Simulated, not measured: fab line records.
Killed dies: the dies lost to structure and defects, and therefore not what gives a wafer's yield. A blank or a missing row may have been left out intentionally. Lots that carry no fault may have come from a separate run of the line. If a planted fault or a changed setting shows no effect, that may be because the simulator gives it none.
Problem report in the 8D (eight disciplines) form, filled by code :: flow n5Finfet :: the parts of the form that need people (team, actions taken, sign-off) are left out

## 1. THE ISSUE
At N5_BEOL_M3_CMP_52, barrierFieldEndpointS averages 13.4 s over 3 wafers from 2 lots, while fault-free wafers read 24.6 s, standard deviation 0.83. That puts it -13 standard deviations away from the usual mean.
The step: polishes, stops on SiOC, t overpolish 6.8 s, target thk 40 nm.
First observed at day 8 23:46: wafer L520.2, on cmp-03. The record has a number at this step for 30 wafers belonging to 10 lots. By rule, "out" or "out of limits" means more than 4 standard deviations away from the usual mean. The rest of the wafers with a number are treated as sound.

## 2. WHAT IT IS AND WHAT IT IS NOT
question: which readings at this step
is: barrierFieldEndpointS, timeToEndpointS
is not: headPressurePsi, motorCurrentA

question: which lots
is: L520, L522
is not: L514, L515, L519, L523, L528, L532, L533, L534

question: which wafers of those lots
is: L520.2, L520.5, L522.1
is not: L520.4, L522.3, L522.4

question: read on which tools
is: cmp-03
is not: cmp-01, cmp-02

question: when
is: from day 8 23:46
is not: up to then (10 sound wafers); but 17 sound wafers of L522, L523, L528, L532, L533, L534 came after

## 3. THE SUSPECTS, EACH WITH WHAT RULES IT OUT
Counting: a tool at a process step up to the reading stays a suspect if it ran every lot that is out. Sound lots after the first of them don't rule it out here, since some wafers of a struck lot are sound.
- cmp-03 at N5_BEOL_M3_CMP_52 (polishes, stops on SiOC, t overpolish 6.8 s, target thk 40 nm): kept. It ran every lot that is out, first L520 (day 8 23:46); its last sound lot up to then is L519 (day 8 20:11). On those wafers its own readings are out: barrierFieldEndpointS, timeToEndpointS.
After counting, what remains is cmp-03 at N5_BEOL_M3_CMP_52.

## 4. THE CAUSE (what the simulator had put in)
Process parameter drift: cmp-03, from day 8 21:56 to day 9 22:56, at N5_BEOL_M3_CMP_52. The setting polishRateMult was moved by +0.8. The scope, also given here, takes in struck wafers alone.
Only this tool survived the counting.

## 5. THE EFFECT CHAIN, in route order
Each row: a reading whose mean over the struck wafers that have a number lies more than 3 standard deviations from the usual. Only readings for which the record gives a usual standard deviation are gone through. hours: the time from each lot's start at the first step in this table that gives one to its start at this step, as a median over the lots. sigmas: the change in usual standard deviations.
hours: 0
step: N5_BEOL_M3_CMP_52
reading: barrierFieldEndpointS
usual: 24.6 s
on struck wafers: 13.4
change: -11.2
sigmas: -13

hours: 0
step: N5_BEOL_M3_CMP_52
reading: timeToEndpointS
usual: 63 s
on struck wafers: 34
change: -29
sigmas: -6.5
The process steps in it:
- N5_BEOL_M3_CMP_52: polishes, stops on SiOC, t overpolish 6.8 s, target thk 40 nm.
Later measuring or inspecting steps at which every struck wafer that the step has a row for has a number for every such reading, and none has moved that far: N5_BEOL_M4_RC_MEAS_101.

## 6. HOW IT WOULD HAVE BEEN CAUGHT EARLIER
2 hours passed between the start of the fault at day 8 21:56 and the first reading out of limits in this record, taken at day 8 23:46.
